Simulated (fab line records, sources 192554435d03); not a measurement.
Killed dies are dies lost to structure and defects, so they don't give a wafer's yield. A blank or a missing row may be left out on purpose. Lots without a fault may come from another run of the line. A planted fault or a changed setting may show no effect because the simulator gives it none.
Which tool did it? | flow n5_finfet | 24 lots, 72 wafers sampled, at 6 steps of a route of 1938

WHAT THE GAUGES READ, wafer by wafer
N5_BEOL_M13_OVL_MEAS_11. Usual: V12_OVL 0 nm, standard deviation 5.8.
lot  | measured     | on         | V12_OVL (nm) | flag
L075 | day 12 00:23 | overlay-02 | 2 11 9       |
L074 | day 12 00:43 | overlay-02 | -4 3 7       |
L076 | day 12 01:34 | overlay-02 | 2 -1 -1      |
L078 | day 12 20:55 | overlay-01 | -2 3 -1      |
L077 | day 13 02:34 | overlay-02 | -9 1 -1      |
L079 | day 13 18:41 | overlay-01 | 14 7 8       |
L080 | day 14 00:16 | overlay-01 | 5 3 -5       |
L081 | day 14 02:47 | overlay-02 | -9 -1 3      |
L082 | day 14 09:50 | overlay-01 | 5 5 3        |
L083 | day 15 11:29 | overlay-02 | 7 1 4        |
L084 | day 16 04:53 | overlay-01 | -4 -4 -9     |
L085 | day 16 05:32 | overlay-01 | -2 4 5       |
L088 | day 16 06:13 | overlay-02 | 6 9 -2       |
L086 | day 16 13:39 | overlay-02 | -7 -5 -4     |
L087 | day 16 18:01 | overlay-01 | 4 -10 1      |
L089 | day 16 21:06 | overlay-01 | 1 9 -3       |
L092 | day 16 23:58 | overlay-01 | -7 -4 -1     |
L090 | day 17 03:21 | overlay-01 | -2 -3 4      |
L091 | day 17 07:08 | overlay-02 | 0 -4 1       |
L094 | day 17 12:32 | overlay-01 | -4 -12 -12   |
L093 | day 17 12:49 | overlay-01 | 7 12 -2      |
L096 | day 18 04:55 | overlay-01 | 1 4 -8       |
L095 | day 18 07:28 | overlay-01 | 7 -4 -3      |
L097 | day 19 04:58 | overlay-02 | -6 2 3       |

N5_BEOL_M14_CD_MEAS_28: target cd 284.4 nm. Usual: cd_nm 285.4 nm, standard deviation 2.2.
lot  | measured     | on        | cd_nm (nm)        | flag
L075 | day 12 07:22 | cd_sem-03 | 289.3 287.6 285.5 |
L074 | day 12 06:38 | cd_sem-01 | 285.7 286.8 284.4 |
L076 | day 12 06:56 | cd_sem-03 | 283.8 283.5 280.2 |
L078 | day 13 03:28 | cd_sem-02 | 288.4 288.8 286.3 |
L077 | day 13 09:08 | cd_sem-03 | 284.2 284.3 287.7 |
L079 | day 14 00:58 | cd_sem-03 | 286.9 286.2 287.6 |
L080 | day 14 08:19 | cd_sem-03 | 285.6 284.7 283.1 |
L081 | day 14 09:09 | cd_sem-01 | 289.5 286.7 287.5 |
L082 | day 14 18:56 | cd_sem-02 | 286.1 286.9 288.3 |
L083 | day 15 18:01 | cd_sem-03 | 285.9 284.4 285.0 |
L084 | day 16 11:08 | cd_sem-02 | 283.0 282.4 281.7 |
L085 | day 16 11:49 | cd_sem-03 | 286.8 287.2 286.8 |
L088 | day 16 12:22 | cd_sem-01 | 287.3 288.1 284.9 |
L086 | day 16 20:51 | cd_sem-02 | 283.6 285.3 284.9 |
L087 | day 17 02:39 | cd_sem-03 | 286.7 287.1 286.3 |
L089 | day 17 04:50 | cd_sem-02 | 284.3 287.6 288.7 |
L092 | day 17 07:06 | cd_sem-03 | 284.2 284.2 283.0 |
L090 | day 17 09:16 | cd_sem-02 | 280.2 281.9 284.8 |
L091 | day 17 16:10 | cd_sem-02 | 285.2 282.8 282.7 |
L094 | day 17 19:00 | cd_sem-01 | 284.8 286.5 284.8 |
L093 | day 17 19:25 | cd_sem-01 | 287.6 286.3 287.2 |
L096 | day 18 12:38 | cd_sem-02 | 289.7 287.6 285.8 |
L095 | day 18 14:15 | cd_sem-01 | 284.7 284.9 285.2 |
L097 | day 19 12:55 | cd_sem-03 | 283.6 283.9 285.8 |

WHICH TOOL RAN EACH LOT (tool, then ch and the chambers of the sampled wafers, then the start)
lot  | N5_BEOL_M12_DEP_53              | N5_BEOL_M13_DESCUM_33              | N5_BEOL_M13_SPUTTER_45       | N5_BEOL_M13_ANNEAL_48
L075 | pecvd-04 ch 1,2, day 11 23:39   | rie_diel-02 ch 1,2,3, day 12 01:44 | pvd_sputter-03, day 12 04:43 | rtp_anneal-02 ch 0, day 12 05:02
L074 | pecvd-01 ch 0,2, day 11 23:59   | rie_diel-03 ch 1,2,3, day 12 01:53 | pvd_sputter-03, day 12 04:04 | rtp_anneal-02 ch 0, day 12 04:24
L076 | pecvd-01 ch 1,2, day 12 00:49   | rie_diel-03 ch 1,2, day 12 02:34   | pvd_sputter-03, day 12 04:23 | rtp_anneal-01 ch 0, day 12 04:46
L078 | pecvd-04 ch 0,2, day 12 20:11   | rie_diel-03 ch 1,2,3, day 12 22:05 | pvd_sputter-02, day 13 00:59 | rtp_anneal-01 ch 0, day 13 01:16
L077 | pecvd-03 ch 1,2, day 13 01:50   | rie_diel-03 ch 0,3, day 13 03:36   | pvd_sputter-01, day 13 06:36 | rtp_anneal-02 ch 0, day 13 06:53
L079 | pecvd-03 ch 0,1,2, day 13 18:05 | rie_diel-03 ch 0,1,3, day 13 19:49 | pvd_sputter-01, day 13 22:25 | rtp_anneal-01 ch 0, day 13 22:42
L080 | pecvd-03 ch 0,1, day 13 23:39   | rie_diel-03 ch 0,1,2, day 14 01:37 | pvd_sputter-03, day 14 05:41 | rtp_anneal-02 ch 0, day 14 05:58
L081 | pecvd-01 ch 0,2, day 14 02:10   | rie_diel-02 ch 0,1,3, day 14 03:47 | pvd_sputter-03, day 14 06:09 | rtp_anneal-02 ch 0, day 14 06:56
L082 | pecvd-01 ch 0,2, day 14 08:59   | rie_diel-03 ch 0,1,3, day 14 10:51 | pvd_sputter-03, day 14 14:58 | rtp_anneal-02 ch 0, day 14 16:46
L083 | pecvd-04 ch 1, day 15 10:52     | rie_diel-03 ch 0,1, day 15 12:38   | pvd_sputter-03, day 15 14:40 | rtp_anneal-01 ch 0, day 15 15:44
L084 | pecvd-03 ch 0,1, day 16 04:16   | rie_diel-02 ch 1,2,3, day 16 05:54 | pvd_sputter-03, day 16 08:38 | rtp_anneal-01 ch 0, day 16 09:01
L085 | pecvd-04 ch 1,2, day 16 04:48   | rie_diel-02 ch 2,3, day 16 06:32   | pvd_sputter-02, day 16 08:44 | rtp_anneal-01 ch 0, day 16 09:39
L088 | pecvd-04 ch 2, day 16 05:36     | rie_diel-02 ch 1,2,3, day 16 07:14 | pvd_sputter-01, day 16 09:05 | rtp_anneal-01 ch 0, day 16 10:06
L086 | pecvd-01 ch 0,2, day 16 13:02   | rie_diel-05 ch 0,1,3, day 16 14:47 | pvd_sputter-01, day 16 18:17 | rtp_anneal-01 ch 0, day 16 18:38
L087 | pecvd-01 ch 0,2, day 16 17:19   | rie_diel-05 ch 0,1,3, day 16 19:53 | pvd_sputter-03, day 16 23:47 | rtp_anneal-02 ch 0, day 17 00:04
L089 | pecvd-03 ch 0,1, day 16 20:28   | rie_diel-05 ch 1,2,3, day 16 22:20 | pvd_sputter-03, day 17 01:48 | rtp_anneal-02 ch 0, day 17 02:20
L092 | pecvd-01 ch 0,1,2, day 16 23:21 | rie_diel-02 ch 0,1,2, day 17 01:17 | pvd_sputter-01, day 17 04:27 | rtp_anneal-02 ch 0, day 17 04:49
L090 | pecvd-03 ch 0,1,2, day 17 02:45 | rie_diel-02 ch 0,1,2, day 17 05:35 | pvd_sputter-02, day 17 06:43 | rtp_anneal-01 ch 0, day 17 07:08
L091 | pecvd-01 ch 0,1, day 17 06:23   | rie_diel-03 ch 2,3, day 17 09:22   | pvd_sputter-03, day 17 13:36 | rtp_anneal-01 ch 0, day 17 13:55
L094 | pecvd-04 ch 0,2, day 17 11:48   | rie_diel-05 ch 0,2, day 17 14:22   | pvd_sputter-02, day 17 16:02 | rtp_anneal-02 ch 0, day 17 16:44
L093 | pecvd-01 ch 0,1, day 17 12:10   | rie_diel-02 ch 0,1,2, day 17 14:28 | pvd_sputter-02, day 17 16:33 | rtp_anneal-02 ch 0, day 17 17:00
L096 | pecvd-04 ch 0,1,2, day 18 04:10 | rie_diel-05 ch 0,2,3, day 18 05:55 | pvd_sputter-02, day 18 09:50 | rtp_anneal-02 ch 0, day 18 10:07
L095 | pecvd-01 ch 0,1, day 18 06:51   | rie_diel-02 ch 0,1,3, day 18 08:35 | pvd_sputter-01, day 18 11:04 | rtp_anneal-01 ch 0, day 18 11:53
L097 | pecvd-04 ch 1,2, day 19 04:09   | rie_diel-02 ch 1,2,3, day 19 05:59 | pvd_sputter-03, day 19 09:46 | rtp_anneal-01 ch 0, day 19 10:25
- N5_BEOL_M12_DEP_53: deposits SiCN from 3MS/NH3, target thk 30 nm, time 10.5 s.
- N5_BEOL_M13_DESCUM_33: chemistry O2, time 7.9 s.
- N5_BEOL_M13_SPUTTER_45: material Cu, target thk 80 nm, time 13.33 s.
- N5_BEOL_M13_ANNEAL_48: time 90 s.

WHAT THE TOOLS THEMSELVES READ (means of the sampled wafers that have a number; where no wafer has one, the mark that the record gives instead)
N5_BEOL_M12_DEP_53. Usual: rf_fwd_power_W 663 W, standard deviation 3.3; showerhead_plenum_p_Torr 4.145 Torr, standard deviation 0.018; throttle_valve_pct 18.2 %, standard deviation 1.
lot  | tool     | rf_fwd_power_W (W) | showerhead_plenum_p_Torr (Torr) | throttle_valve_pct (%) | flag
L075 | pecvd-04 | 660                | 4.137                           | 19.3                   |
L074 | pecvd-01 | 665                | 4.159                           | 17.7                   |
L076 | pecvd-01 | 661                | 4.156                           | 18.0                   |
L078 | pecvd-04 | 665                | 4.131                           | 17.6                   |
L077 | pecvd-03 | 661                | 4.141                           | 17.4                   |
L079 | pecvd-03 | 660                | 4.143                           | 17.4                   |
L080 | pecvd-03 | 662                | 4.132                           | 17.5                   |
L081 | pecvd-01 | 664                | 4.144                           | 18.3                   |
L082 | pecvd-01 | 666                | 4.154                           | 18.4                   |
L083 | pecvd-04 | 659                | 4.151                           | 20.3                   |
L084 | pecvd-03 | 660                | 4.133                           | 17.5                   |
L085 | pecvd-04 | 659                | 4.144                           | 19.4                   |
L088 | pecvd-04 | 666                | 4.119                           | 17.5                   |
L086 | pecvd-01 | 666                | 4.165                           | 17.8                   |
L087 | pecvd-01 | 665                | 4.163                           | 17.8                   |
L089 | pecvd-03 | 662                | 4.137                           | 17.6                   |
L092 | pecvd-01 | 664                | 4.150                           | 18.2                   |
L090 | pecvd-03 | 661                | 4.147                           | 17.5                   |
L091 | pecvd-01 | 664                | 4.142                           | 18.5                   |
L094 | pecvd-04 | 666                | 4.132                           | 17.8                   |
L093 | pecvd-01 | 665                | 4.137                           | 18.8                   |
L096 | pecvd-04 | 663                | 4.141                           | 18.8                   |
L095 | pecvd-01 | 663                | 4.143                           | 18.7                   |
L097 | pecvd-04 | 664                | 4.128                           | 18.3                   |

N5_BEOL_M13_DESCUM_33. Usual: drypump_motor_current_A 5.6 A, standard deviation 0.49; oes_product_au 0.81 a.u., standard deviation 0.1; rf_fwd_power_W 49.31 W, standard deviation 0.27; rf_vpp_V 243.4 V, standard deviation 1.4; showerhead_plenum_p_Torr 2.10 Torr, standard deviation 0.073; temp_c 40.01 C, standard deviation 0.11; throttle_valve_pct 20.24 %, standard deviation 0.26.
lot  | tool        | drypump_motor_current_A (A) | oes_product_au (a.u.) | rf_fwd_power_W (W) | rf_vpp_V (V) | showerhead_plenum_p_Torr (Torr) | temp_c (C) | throttle_valve_pct (%) | flag
L075 | rie_diel-02 | 6.0                         | 0.72                  | 49.33              | 242.1        | 2.05                            | 39.95      | 20.46                  |
L074 | rie_diel-03 | 5.7                         | 0.90                  | 49.26              | 243.3        | 2.09                            | 39.99      | 20.00                  |
L076 | rie_diel-03 | 5.9                         | 0.96                  | 49.40              | 244.0        | 2.10                            | 39.97      | 19.91                  |
L078 | rie_diel-03 | 5.8                         | 0.89                  | 49.35              | 243.4        | 2.09                            | 40.06      | 20.00                  |
L077 | rie_diel-03 | 5.1                         | 0.73                  | 49.31              | 244.5        | 2.13                            | 40.02      | 20.36                  |
L079 | rie_diel-03 | 5.5                         | 0.78                  | 49.22              | 243.2        | 2.09                            | 39.97      | 20.18                  |
L080 | rie_diel-03 | 5.7                         | 0.83                  | 49.36              | 243.9        | 2.10                            | 40.08      | 20.09                  |
L081 | rie_diel-02 | 5.8                         | 0.79                  | 49.56              | 242.4        | 2.05                            | 39.99      | 20.29                  |
L082 | rie_diel-03 | 5.5                         | 0.78                  | 49.07              | 243.8        | 2.09                            | 40.07      | 20.18                  |
L083 | rie_diel-03 | 5.9                         | 0.80                  | 49.34              | 242.5        | 2.07                            | 39.99      | 20.13                  |
L084 | rie_diel-02 | 6.0                         | 0.70                  | 49.32              | 241.7        | 2.04                            | 40.07      | 20.50                  |
L085 | rie_diel-02 | 5.9                         | 0.69                  | 49.23              | 242.3        | 2.03                            | 40.01      | 20.46                  |
L088 | rie_diel-02 | 6.0                         | 0.70                  | 49.27              | 243.0        | 2.04                            | 39.85      | 20.51                  |
L086 | rie_diel-05 | 5.3                         | 0.87                  | 49.34              | 243.9        | 2.13                            | 39.98      | 20.27                  |
L087 | rie_diel-05 | 5.3                         | 0.87                  | 49.39              | 243.9        | 2.13                            | 39.94      | 20.26                  |
L089 | rie_diel-05 | 5.3                         | 0.88                  | 49.22              | 244.1        | 2.19                            | 39.95      | 20.23                  |
L092 | rie_diel-02 | 5.7                         | 0.77                  | 49.43              | 243.7        | 2.10                            | 40.06      | 20.27                  |
L090 | rie_diel-02 | 5.7                         | 0.77                  | 49.30              | 243.5        | 2.10                            | 40.00      | 20.29                  |
L091 | rie_diel-03 | 5.5                         | 0.84                  | 49.39              | 242.5        | 2.10                            | 40.06      | 20.05                  |
L094 | rie_diel-05 | 5.6                         | 0.88                  | 49.19              | 243.3        | 2.12                            | 40.04      | 20.47                  |
L093 | rie_diel-02 | 5.6                         | 0.76                  | 49.19              | 243.6        | 2.09                            | 40.10      | 20.29                  |
L096 | rie_diel-05 | 5.4                         | 0.88                  | 49.27              | 243.0        | 2.14                            | 40.03      | 20.34                  |
L095 | rie_diel-02 | 5.8                         | 0.85                  | 49.40              | 243.6        | 2.12                            | 39.94      | 20.21                  |
L097 | rie_diel-02 | 6.0                         | 0.87                  | 49.40              | 243.3        | 2.12                            | 39.96      | 20.28                  |

N5_BEOL_M13_SPUTTER_45. Usual: chamber_pressure_pa 0.13005 Pa, standard deviation 0.00025; chuck_sensor_temp_C -16.0 C, standard deviation 0.64; throttle_valve_pct 29.8 %, standard deviation 0.69.
lot  | tool           | chamber_pressure_pa (Pa) | chuck_sensor_temp_C (C) | throttle_valve_pct (%) | flag
L075 | pvd_sputter-03 | 0.13014                  | -15.8                   | 29.3                   |
L074 | pvd_sputter-03 | 0.12987                  | -16.1                   | 29.8                   |
L076 | pvd_sputter-03 | 0.13014                  | -16.0                   | 29.5                   |
L078 | pvd_sputter-02 | 0.13001                  | -16.8                   | 29.8                   |
L077 | pvd_sputter-01 | 0.13015                  | -15.3                   | 30.6                   |
L079 | pvd_sputter-01 | 0.12993                  | -15.5                   | 29.9                   |
L080 | pvd_sputter-03 | 0.12991                  | -16.0                   | 29.7                   |
L081 | pvd_sputter-03 | 0.12982                  | -16.0                   | 29.4                   |
L082 | pvd_sputter-03 | 0.13034                  | -16.2                   | 30.1                   |
L083 | pvd_sputter-03 | 0.13003                  | -15.8                   | 29.3                   |
L084 | pvd_sputter-03 | 0.13019                  | -16.3                   | 29.9                   |
L085 | pvd_sputter-02 | 0.12996                  | -17.1                   | 30.0                   |
L088 | pvd_sputter-01 | 0.12986                  | -15.5                   | 29.8                   |
L086 | pvd_sputter-01 | 0.13020                  | -15.4                   | 29.8                   |
L087 | pvd_sputter-03 | 0.13004                  | -15.8                   | 29.4                   |
L089 | pvd_sputter-03 | 0.13012                  | -16.2                   | 29.8                   |
L092 | pvd_sputter-01 | 0.13026                  | -15.5                   | 29.3                   |
L090 | pvd_sputter-02 | 0.12998                  | -15.9                   | 29.8                   |
L091 | pvd_sputter-03 | 0.13005                  | -16.0                   | 29.5                   |
L094 | pvd_sputter-02 | 0.13001                  | -16.2                   | 29.6                   |
L093 | pvd_sputter-02 | 0.13016                  | -17.3                   | 30.0                   |
L096 | pvd_sputter-02 | 0.13011                  | -16.5                   | 29.4                   |
L095 | pvd_sputter-01 | 0.13007                  | -15.4                   | 30.4                   |
L097 | pvd_sputter-03 | 0.12988                  | -16.0                   | 29.5                   |

N5_BEOL_M13_ANNEAL_48. Usual: wafer_temp_C_max 226.2, standard deviation 0.34.
lot  | tool          | wafer_temp_C_max | flag
L075 | rtp_anneal-02 | 226.0            |
L074 | rtp_anneal-02 | 226.7            |
L076 | rtp_anneal-01 | 226.2            |
L078 | rtp_anneal-01 | 226.2            |
L077 | rtp_anneal-02 | 226.4            |
L079 | rtp_anneal-01 | 226.1            |
L080 | rtp_anneal-02 | 226.2            |
L081 | rtp_anneal-02 | 226.5            |
L082 | rtp_anneal-02 | 226.4            |
L083 | rtp_anneal-01 | 226.2            |
L084 | rtp_anneal-01 | 226.1            |
L085 | rtp_anneal-01 | 225.8            |
L088 | rtp_anneal-01 | 226.1            |
L086 | rtp_anneal-01 | 226.4            |
L087 | rtp_anneal-02 | 226.9            |
L089 | rtp_anneal-02 | 226.4            |
L092 | rtp_anneal-02 | 226.4            |
L090 | rtp_anneal-01 | 226.0            |
L091 | rtp_anneal-01 | 226.1            |
L094 | rtp_anneal-02 | 226.3            |
L093 | rtp_anneal-02 | 226.3            |
L096 | rtp_anneal-02 | 226.4            |
L095 | rtp_anneal-01 | 225.8            |
L097 | rtp_anneal-01 | 226.1            |

THE ANSWER, worked out from the rows above alone
Rule: a lot is off if the mean of its wafers that have a number lies more than 3 standard deviations from the usual mean. A lot without any number at a reading at which 4 lots or more have one is off too. The other lots that the step has rows for count as sound. The gauges are gone through in route order, then the tools' own readings, and for those a lot's mean is taken as printed above. The first step at which some lot is off is used, and at that step the reading that is off furthest; a lot without a number counts as furthest.
No lot is off at any reading shown: from this, nothing can be told.

WHAT THE SIMULATOR HAD PUT IN
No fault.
